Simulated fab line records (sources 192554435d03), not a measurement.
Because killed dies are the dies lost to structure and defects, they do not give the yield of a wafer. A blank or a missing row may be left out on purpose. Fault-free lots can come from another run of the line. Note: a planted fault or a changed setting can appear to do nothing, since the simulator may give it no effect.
Split-lot study ; flow n5-finfet ; on a route of 1938 steps: 7 lots, 39 wafers read

ON THE SPLIT
At N5_BEOL_M5_DEP_56 (deposits SiCN from 3MS/NH3, target thk 8 nm, time 14 s), the setting target-thk-a was moved away from the recipe's 80 angstrom on 15 of the 39 wafers read, by -27.3% to +38.2%. For the rest of the wafers, this setting stayed at what the recipe calls for.

The reading is taken at the split's own step.

THE READING
SiCN_of_BEOL_M5_DEP_56.thk-nm (the simulator's own value, which no gauge read), in nm, at N5_BEOL_M5_DEP_56 (deposits SiCN from 3MS/NH3, target thk 8 nm, time 14 s). The file gives no usual value for it. Here, 24 wafers ran the recipe; their average is 8.0 nm with a standard deviation of 0.17 nm.

wafer;tool, chamber at the split;target-thk-a as run, angstrom;against the recipe;SiCN_of_BEOL_M5_DEP_56.thk-nm, nm;against lot-mates on the recipe
L075.3;pecvd-03, 0,2,1;80;recipe;8.2;-
L075.4;pecvd-03, 0,2,1;80;recipe;8.2;-
L075.5;pecvd-03, 0,2,1;80;recipe;8.2;-
L078.1;pecvd-01, 1,0;80;recipe;7.8;-
L078.2;pecvd-01, 1,0;80;recipe;7.8;-
L078.3;pecvd-01, 2;80;recipe;7.6;-
L078.4;pecvd-01, 1,2;107.9;+34.9%;10.6;+2.9
L078.5;pecvd-01, 1,2;107.9;+34.9%;10.6;+2.9
L078.6;pecvd-01, 0;107.9;+34.9%;10.8;+3.1
L074.1;pecvd-01, 2,1,0;58.16;-27.3%;5.8;-2.2
L074.3;pecvd-01, 2,1,0;58.16;-27.3%;5.8;-2.2
L074.4;pecvd-01, 2,1,0;58.16;-27.3%;5.8;-2.2
L074.2;pecvd-01, 0,2,1;80;recipe;8;-
L074.5;pecvd-01, 0,2,1;80;recipe;8;-
L074.6;pecvd-01, 0,2,1;80;recipe;8;-
L080.1;pecvd-02, 1,0;80;recipe;8;-
L080.6;pecvd-02, 1,0;80;recipe;8;-
L080.2;pecvd-02, 0,1;99.06;+23.8%;10;+2.1
L080.4;pecvd-02, 0,1;99.06;+23.8%;10;+2.1
L080.3;pecvd-02, 2;80;recipe;7.8;-
L080.5;pecvd-02, 2;99.06;+23.8%;9.8;+1.9
L085.1;pecvd-01, 0;80;recipe;8.2;-
L085.3;pecvd-01, 0;80;recipe;8.2;-
L085.5;pecvd-01, 0;80;recipe;8.2;-
L085.2;pecvd-01, 2;80;recipe;7.8;-
L085.4;pecvd-01, 2;80;recipe;8;-
L085.6;pecvd-01, 2;80;recipe;8;-
L092.1;pecvd-02, 1,2;80;recipe;8;-
L092.5;pecvd-02, 1,2;80;recipe;8;-
L092.2;pecvd-02, 2,1;58.94;-26.3%;5.8;-2.1
L092.6;pecvd-02, 2,1;58.94;-26.3%;5.8;-2.1
L092.3;pecvd-02, 1;58.94;-26.3%;6;-1.9
L092.4;pecvd-02, 2;80;recipe;7.8;-
L093.1;pecvd-02, 2;80;recipe;7.8;-
L093.2;pecvd-02, 1;110.6;+38.2%;11.2;+3.2
L093.6;pecvd-02, 1;110.6;+38.2%;11.2;+3.2
L093.3;pecvd-02, 1;110.6;+38.2%;11.4;+3.4
L093.4;pecvd-02, 2;80;recipe;8;-
L093.5;pecvd-02, 2;80;recipe;8.2;-
Rows listing several chambers each stand for several wafers; the file does not say which wafer went through which chamber.

FIT RESULTS
A straight line over all 39 wafers: SiCN_of_BEOL_M5_DEP_56.thk-nm changes by +0.0812 nm for each +1% of target-thk-a; r = +0.99; the points scatter about the line by 0.16 nm.
The same after taking each lot's own level away (the mean of its wafers on the recipe; 39 wafers): +0.0829 nm for each +1%; r = +1.00; scatter 0.11 nm.
On that fit, the largest move of target-thk-a shifts the reading by 3.2 nm.
The lots' own levels span 7.73 to 8.20 nm, that is 2.8 times the standard deviation above.
Hence the lot-to-lot level has little effect on the slope; both slopes agree.
Check: with one of the wafers moved furthest among these (+38.2%) left out of the fit, the line predicts +3.2 nm for it against its lot-mates. It came out at +3.2 nm against them.

FILE'S OWN FIT
SiCN_of_BEOL_M5_DEP_56.thk-nm changes by +0.0831 nm for each +1% of target-thk-a, r = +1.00.
